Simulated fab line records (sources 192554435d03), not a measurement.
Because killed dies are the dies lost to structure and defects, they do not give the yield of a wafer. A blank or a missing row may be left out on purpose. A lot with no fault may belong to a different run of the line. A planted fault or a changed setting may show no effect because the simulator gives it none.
Chamber matching || flow n5Finfet || 4 sister chambers for N5_MOL_CONTACT_COAG_ETCH_110 on rieDiel-04
The step etches Si in CF4/O2, target depth 2.5 nm, time 8 s. 8 wafers are shown with their chamber, then 9 later ones without.

EACH WAFER AND ITS CHAMBER
{"wafer": "L081.6", "chamber": 0, "showerheadPlenumPTorr (Torr)": 2.17, "drypumpMotorCurrentA (A)": 6.2}
{"wafer": "L082.1", "chamber": 0, "showerheadPlenumPTorr (Torr)": 2.17, "drypumpMotorCurrentA (A)": 6.1}
{"wafer": "L082.2", "chamber": 1, "showerheadPlenumPTorr (Torr)": 2.25, "drypumpMotorCurrentA (A)": 5.4}
{"wafer": "L086.1", "chamber": 1, "showerheadPlenumPTorr (Torr)": 2.25, "drypumpMotorCurrentA (A)": 5.4}
{"wafer": "L086.4", "chamber": 3, "showerheadPlenumPTorr (Torr)": 2.23, "drypumpMotorCurrentA (A)": 5.6}
{"wafer": "L090.1", "chamber": 3, "showerheadPlenumPTorr (Torr)": 2.22, "drypumpMotorCurrentA (A)": 5.6}
{"wafer": "L090.4", "chamber": 2, "showerheadPlenumPTorr (Torr)": 2.12, "drypumpMotorCurrentA (A)": 6.4}
{"wafer": "L090.6", "chamber": 2, "showerheadPlenumPTorr (Torr)": 2.12, "drypumpMotorCurrentA (A)": 6.4}

WAFERS WITH NO CHAMBER GIVEN
{"wafer": "L094.2", "showerheadPlenumPTorr (Torr)": 2.16, "drypumpMotorCurrentA (A)": 6.2}
{"wafer": "L094.3", "showerheadPlenumPTorr (Torr)": 2.22, "drypumpMotorCurrentA (A)": 5.6}
{"wafer": "L094.5", "showerheadPlenumPTorr (Torr)": 2.16, "drypumpMotorCurrentA (A)": 6.2}
{"wafer": "L095.1", "showerheadPlenumPTorr (Torr)": 2.12, "drypumpMotorCurrentA (A)": 6.4}
{"wafer": "L095.2", "showerheadPlenumPTorr (Torr)": 2.22, "drypumpMotorCurrentA (A)": 5.7}
{"wafer": "L095.4", "showerheadPlenumPTorr (Torr)": 2.24, "drypumpMotorCurrentA (A)": 5.4}
{"wafer": "L096.2", "showerheadPlenumPTorr (Torr)": 2.12, "drypumpMotorCurrentA (A)": 6.4}
{"wafer": "L096.3", "showerheadPlenumPTorr (Torr)": 2.24, "drypumpMotorCurrentA (A)": 5.4}
{"wafer": "L096.4", "showerheadPlenumPTorr (Torr)": 2.22, "drypumpMotorCurrentA (A)": 5.7}

THE CHAMBER EACH PASSED THROUGH
{"wafer": "L094.2", "from the rows above": 0, "in truth": 0}
{"wafer": "L094.3", "from the rows above": 3, "in truth": 3}
{"wafer": "L094.5", "from the rows above": 0, "in truth": 0}
{"wafer": "L095.1", "from the rows above": 2, "in truth": 2}
{"wafer": "L095.2", "from the rows above": 3, "in truth": 3}
{"wafer": "L095.4", "from the rows above": 1, "in truth": 1}
{"wafer": "L096.2", "from the rows above": 2, "in truth": 2}
{"wafer": "L096.3", "from the rows above": 1, "in truth": 1}
{"wafer": "L096.4", "from the rows above": 3, "in truth": 3}
Correct placement for 9 of the 9. Not placeable from these rows: 0. Wrongly placed: 0.
How it was worked out, from the rows above alone: a wafer's distance from a chamber is the root of the sum, over the readings, of the square of ((its reading less the chamber's mean) divided by the reading's scatter). The wafer belongs to the nearest chamber; if the next one is less than 2 further off, it can't be placed. Each chamber's mean is taken over the wafers shown for it. The scatter is the square root of a quotient: the sum, over the shown wafers, of each reading's squared deviation from its chamber's mean, divided by wafers minus chambers.
